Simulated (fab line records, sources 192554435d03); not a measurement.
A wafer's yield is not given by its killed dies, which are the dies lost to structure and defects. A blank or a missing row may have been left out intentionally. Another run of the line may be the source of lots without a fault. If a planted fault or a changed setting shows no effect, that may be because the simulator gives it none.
fab line records ; flow n5Finfet ; part 2 of 2: steps 5 to 6 of 6
record: lots: 24; wafers: 72; lastDay: 17
route steps=1938 shown WELL_APT@46 PMOS_HMC_CHANNEL_EPI@71 FIN_SAQP@94 STI_FIN_REVEAL@189
lots that met no fault: from a run of the same line without faults
startH: hours from the record's first day to the start of the lot's first wafer shown ; waitH: time in hours since the lot's previous step ; " the same as in the row above ; L1.1+2: several wafers, shown together as one row ; - value missing, or start not given ; * or withheld: withheld ; < > ~ a bound
route shown NAME@n: NAME is a module with steps in the file, n the number in the route of the first one ; usual: the fault-free wafers' mean and standard deviation ; same: alike in all rows ; chamber/n: place in a boat ; sites: readings site by site ; _std_site: how widely they spread, as a standard deviation ; _edge_site: the outer-site mean with the inner-site mean subtracted ; radiusMm: for every site, how far away it sits from the centre of the wafer ; mask NAME#n: copy n ; behind: tool/chamber where the wafer was last shaped ; hold: the reason the lot was held/the length of the hold in hours/how it ended ; device: the n, p or np transistor that did not switch ; end of line: tests of these same wafers at the route's end ; a step given without rows: its recipe and nothing more ; killed: dies that structure and defects cost at the first sort, which is not the same as the wafer's yield ; map: shows each die of a wafer: x if killed, . if not, _ if none is there
set.NAME: setting as actually run; set.NAME@STEP: the setting as run at that earlier step ; model.NAME: the simulator's own value behind a step, which no gauge read
one table for each step of the route and one row for each wafer, over a sample of lots
services: when a tool's chamber went out of use (startH, in hours from the record's first day, below 0 if earlier), for how many hours, and the reason
== steps ==
step: N5_FIN_SAQP_SPACER2_ALD_28
recipe: material: SiO2; targetThkA: 81; tempC: 300; aldPrecursorFamily: BDEAS; aldCoReactant: O2-plasma; pulseTimeS: 1; purgeTimeS: 2; coReactantPurgeTimeS: 2; pressureTorr: 2
usual: chamberPressureTorr: 2.000/0.0048; heaterPowerW: 476/52; precursorPulseHeightRel: 1.001/0.019
lot.wafer;tool;chamber;startH;waitH;chamberPressureTorr;heaterPowerW;precursorPulseHeightRel
L074.1;aldSin-03;2;25.42;0.1;2.001;517;0.979
L074.3;aldSin-03;3;25.42;0.1;2.001;534;0.977
L074.5;aldSin-03;2;25.42;0.1;2.001;515;0.984
L075.2;aldSin-02;0;30.94;0.1;2.000;454;0.985
L075.5;aldSin-02;1;30.94;0.1;2.002;457;1.003
L075.6;aldSin-02;0;30.94;0.1;1.995;447;0.981
L076.3;aldSin-02;3;37.97;0.1;1.997;503;1.041
L076.4;aldSin-02;0;37.97;0.1;1.999;443;1.049
L076.6;aldSin-02;0;37.97;0.1;1.994;436;0.970
L077.2;aldSin-01;2;43.37;0.1;1.999;615;1.039
L077.4;aldSin-01;3;43.37;0.1;2.003;492;0.991
L077.6;aldSin-01;0;43.37;0.1;2.011;339;1.017
L078.4;aldSin-03;1;50.34;0.1;2.014;417;0.989
L078.5;aldSin-03;2;50.34;0.1;1.999;518;0.972
L078.6;aldSin-03;1;50.34;0.1;2.000;417;1.031
L079.1;aldSin-03;1;56.66;0.2;2.005;427;1.009
L079.3;aldSin-03;0;56.66;0.2;2.001;473;1.005
L079.5;aldSin-03;2;56.66;0.2;2.007;503;0.994
L080.2;aldSin-02;2;61.09;0.1;2.001;499;0.985
L080.3;aldSin-02;0;61.09;0.1;2.008;450;0.978
L080.6;aldSin-02;3;61.09;0.1;2.004;492;0.985
L081.1;aldSin-01;0;66.88;0.1;2.005;346;0.999
L081.4;aldSin-01;2;66.88;0.1;1.999;605;1.008
L081.5;aldSin-01;1;66.88;0.1;2.006;453;0.985
L082.2;aldSin-03;0;74.04;0.1;2.002;468;0.963
L082.4;aldSin-03;1;74.04;0.1;2.005;418;1.008
L082.5;aldSin-03;3;74.04;0.1;2.007;542;0.986
L083.1;aldSin-01;3;79.80;0.2;2.001;468;0.979
L083.3;aldSin-01;2;79.80;0.2;1.999;603;0.986
L083.4;aldSin-01;1;79.80;0.2;2.004;461;1.018
L084.1;aldSin-03;1;85.76;0.1;2.000;414;1.007
L084.2;aldSin-03;0;85.76;0.1;2.005;468;1.003
L084.4;aldSin-03;2;85.76;0.1;1.989;524;1.011
L085.2;aldSin-02;2;91.77;0.1;2.006;480;1.044
L085.3;aldSin-02;1;91.77;0.1;2.003;467;0.999
L085.6;aldSin-02;3;91.77;0.1;2.008;478;1.009
L086.2;aldSin-03;2;105.23;1.8;2.000;507;1.003
L086.4;aldSin-03;3;105.23;1.8;1.996;528;1.017
L086.5;aldSin-03;2;105.23;1.8;2.002;531;0.993
L087.1;aldSin-02;1;109.69;1.2;2.006;485;1.006
L087.5;aldSin-02;1;109.69;1.2;2.008;464;0.990
L087.6;aldSin-02;2;109.69;1.2;2.002;485;1.008
L088.4;aldSin-03;0;113.19;1.5;2.001;461;0.995
L088.5;aldSin-03;1;113.19;1.5;1.993;417;1.005
L088.6;aldSin-03;0;113.19;1.5;2.006;469;1.017
L089.2;aldSin-02;1;115.54;0.1;2.002;458;0.995
L089.5;aldSin-02;3;115.54;0.1;1.997;492;1.010
L089.6;aldSin-02;2;115.54;0.1;1.998;492;1.014
L090.2;aldSin-03;3;123.35;0.3;1.997;531;0.978
L090.3;aldSin-03;0;123.35;0.3;2.010;457;0.971
L090.5;aldSin-03;0;123.35;0.3;2.004;472;0.985
L091.2;aldSin-01;1;129.34;0.5;2.000;483;0.955
L091.5;aldSin-01;0;129.34;0.5;1.999;357;0.980
L091.6;aldSin-01;1;129.34;0.5;1.995;479;1.015
L092.2;aldSin-02;2;134.43;0.1;1.991;468;1.035
L092.4;aldSin-02;1;134.43;0.1;1.992;458;0.983
L092.5;aldSin-02;1;134.43;0.1;1.997;472;1.007
L093.2;aldSin-03;0;139.20;0.1;1.994;471;1.009
L093.3;aldSin-03;2;139.20;0.1;2.002;506;0.973
L093.6;aldSin-03;2;139.20;0.1;2.003;526;1.010
L094.2;aldSin-02;0;145.26;0.4;1.991;451;1.004
L094.3;aldSin-02;2;145.26;0.4;2.004;482;0.989
L094.5;aldSin-02;3;145.26;0.4;2.003;500;1.014
L095.2;aldSin-01;1;153.40;1.3;2.006;487;1.002
L095.4;aldSin-01;2;153.40;1.3;1.999;612;0.988
L095.5;aldSin-01;2;153.40;1.3;1.993;593;1.013
L096.1;aldSin-02;0;158.34;0.1;1.997;454;1.020
L096.4;aldSin-02;3;158.34;0.1;1.995;510;1.016
L096.6;aldSin-02;0;158.34;0.1;1.993;443;0.978
L097.3;aldSin-02;3;163.85;0.1;2.001;495;1.005
L097.4;aldSin-02;0;163.85;0.1;1.995;460;1.020
L097.6;aldSin-02;1;163.85;0.1;2.006;460;1.006
step: N5_STI_FIN_REVEAL_DENSIFY_30
recipe: tempC: *; timeS: *; ambient: N2; idleTempC: 600; rampUpCPerS: 150; rampDownCPerS: 60; coolToC: 600
usual: lampPowerPct: 11.53/0.055; wafer_temp_C_max: *
lot.wafer;tool;chamber;startH;waitH;lampPowerPct;wafer_temp_C_max
L074.1;rtpAnneal-01;0;33.52;0.0;11.55;*
L074.3;rtpAnneal-01;0;33.52;0.0;11.49;*
L074.5;rtpAnneal-01;0;33.52;0.0;11.50;*
L075.2;rtpAnneal-02;0;39.22;0.1;11.43;*
L075.5;rtpAnneal-02;0;39.22;0.1;11.46;*
L075.6;rtpAnneal-02;0;39.22;0.1;11.49;*
L076.3;rtpAnneal-01;0;46.36;0.1;11.58;*
L076.4;rtpAnneal-01;0;46.36;0.1;11.57;*
L076.6;rtpAnneal-01;0;46.36;0.1;11.50;*
L077.2;rtpAnneal-01;0;54.13;0.1;11.61;*
L077.4;rtpAnneal-01;0;54.13;0.1;11.59;*
L077.6;rtpAnneal-01;0;54.13;0.1;11.52;*
L078.4;rtpAnneal-02;0;59.03;0.2;11.57;*
L078.5;rtpAnneal-02;0;59.03;0.2;11.48;*
L078.6;rtpAnneal-02;0;59.03;0.2;11.53;*
L079.1;rtpAnneal-01;0;64.68;0.0;11.68;*
L079.3;rtpAnneal-01;0;64.68;0.0;11.58;*
L079.5;rtpAnneal-01;0;64.68;0.0;11.56;*
L080.2;rtpAnneal-02;0;69.28;0.2;11.51;*
L080.3;rtpAnneal-02;0;69.28;0.2;11.62;*
L080.6;rtpAnneal-02;0;69.28;0.2;11.52;*
L081.1;rtpAnneal-01;0;75.10;0.0;11.47;*
L081.4;rtpAnneal-01;0;75.10;0.0;11.51;*
L081.5;rtpAnneal-01;0;75.10;0.0;11.56;*
L082.2;rtpAnneal-02;0;82.24;0.1;11.58;*
L082.4;rtpAnneal-02;0;82.24;0.1;11.51;*
L082.5;rtpAnneal-02;0;82.24;0.1;11.44;*
L083.1;rtpAnneal-02;0;88.67;0.1;11.46;*
L083.3;rtpAnneal-02;0;88.67;0.1;11.56;*
L083.4;rtpAnneal-02;0;88.67;0.1;11.51;*
L084.1;rtpAnneal-01;0;94.84;0.0;11.58;*
L084.2;rtpAnneal-01;0;94.84;0.0;11.53;*
L084.4;rtpAnneal-01;0;94.84;0.0;11.51;*
L085.2;rtpAnneal-02;0;101.31;0.1;11.62;*
L085.3;rtpAnneal-02;0;101.31;0.1;11.47;*
L085.6;rtpAnneal-02;0;101.31;0.1;11.52;*
L086.2;rtpAnneal-01;0;114.78;0.1;11.62;*
L086.4;rtpAnneal-01;0;114.78;0.1;11.51;*
L086.5;rtpAnneal-01;0;114.78;0.1;11.52;*
L087.1;rtpAnneal-02;0;118.74;0.0;11.49;*
L087.5;rtpAnneal-02;0;118.74;0.0;11.55;*
L087.6;rtpAnneal-02;0;118.74;0.0;11.45;*
L088.4;rtpAnneal-01;0;121.32;0.2;11.64;*
L088.5;rtpAnneal-01;0;121.32;0.2;11.52;*
L088.6;rtpAnneal-01;0;121.32;0.2;11.57;*
L089.2;rtpAnneal-02;0;125.32;0.1;11.59;*
L089.5;rtpAnneal-02;0;125.32;0.1;11.51;*
L089.6;rtpAnneal-02;0;125.32;0.1;11.46;*
L090.2;rtpAnneal-01;0;131.64;0.1;11.57;*
L090.3;rtpAnneal-01;0;131.64;0.1;11.49;*
L090.5;rtpAnneal-01;0;131.64;0.1;11.54;*
L091.2;rtpAnneal-02;0;137.44;0.1;11.60;*
L091.5;rtpAnneal-02;0;137.44;0.1;11.64;*
L091.6;rtpAnneal-02;0;137.44;0.1;11.55;*
L092.2;rtpAnneal-02;0;143.32;0.1;11.54;*
L092.4;rtpAnneal-02;0;143.32;0.1;11.61;*
L092.5;rtpAnneal-02;0;143.32;0.1;11.53;*
L093.2;rtpAnneal-01;0;147.19;0.1;11.45;*
L093.3;rtpAnneal-01;0;147.19;0.1;11.53;*
L093.6;rtpAnneal-01;0;147.19;0.1;11.53;*
L094.2;rtpAnneal-02;0;153.32;0.1;11.57;*
L094.3;rtpAnneal-02;0;153.32;0.1;11.51;*
L094.5;rtpAnneal-02;0;153.32;0.1;11.50;*
L095.2;rtpAnneal-02;0;162.30;0.1;11.56;*
L095.4;rtpAnneal-02;0;162.30;0.1;11.54;*
L095.5;rtpAnneal-02;0;162.30;0.1;11.56;*
L096.1;rtpAnneal-02;0;166.73;0.0;11.56;*
L096.4;rtpAnneal-02;0;166.73;0.0;11.64;*
L096.6;rtpAnneal-02;0;166.73;0.0;11.55;*
L097.3;rtpAnneal-01;0;172.30;0.1;11.58;*
L097.4;rtpAnneal-01;0;172.30;0.1;11.56;*
L097.6;rtpAnneal-01;0;172.30;0.1;11.53;*
== services ==
tool;chamber;startH;hours;kind
rieDiel-02;2;-7.07;13.7;repair
aldSin-02;0;-6.73;4.5;repair
aldSin-03;-;-5.88;14.0;pm
rieDiel-06;-;9.96;2.8;pm
rieDiel-02;1;29.51;5.5;repair
rieDiel-01;3;31.66;14.4;repair
rieDiel-01;-;38.35;2.0;repair
aldSin-01;-;39.70;2.8;pm
aldSin-01;0;48.83;4.5;repair
aldSin-02;1;57.24;1.4;repair
aldSin-01;0;60.50;4.5;repair
rieDiel-02;3;63.87;10.9;repair
aldSin-02;3;78.35;9.7;repair
aldSin-01;-;85.25;14.0;pm
aldSin-03;-;96.95;6.1;pm
aldSin-01;-;99.25;14.6;pm
rieDiel-06;0;100.78;9.1;repair
rieDiel-04;2;114.20;1.9;repair
rieDiel-06;-;119.48;4.4;repair
rieDiel-06;0;124.63;1.7;repair
rieDiel-04;-;131.63;0.8;repair
rieDiel-04;0;132.51;11.9;repair
aldSin-03;3;142.57;3.6;repair
rieDiel-01;3;165.35;3.0;repair
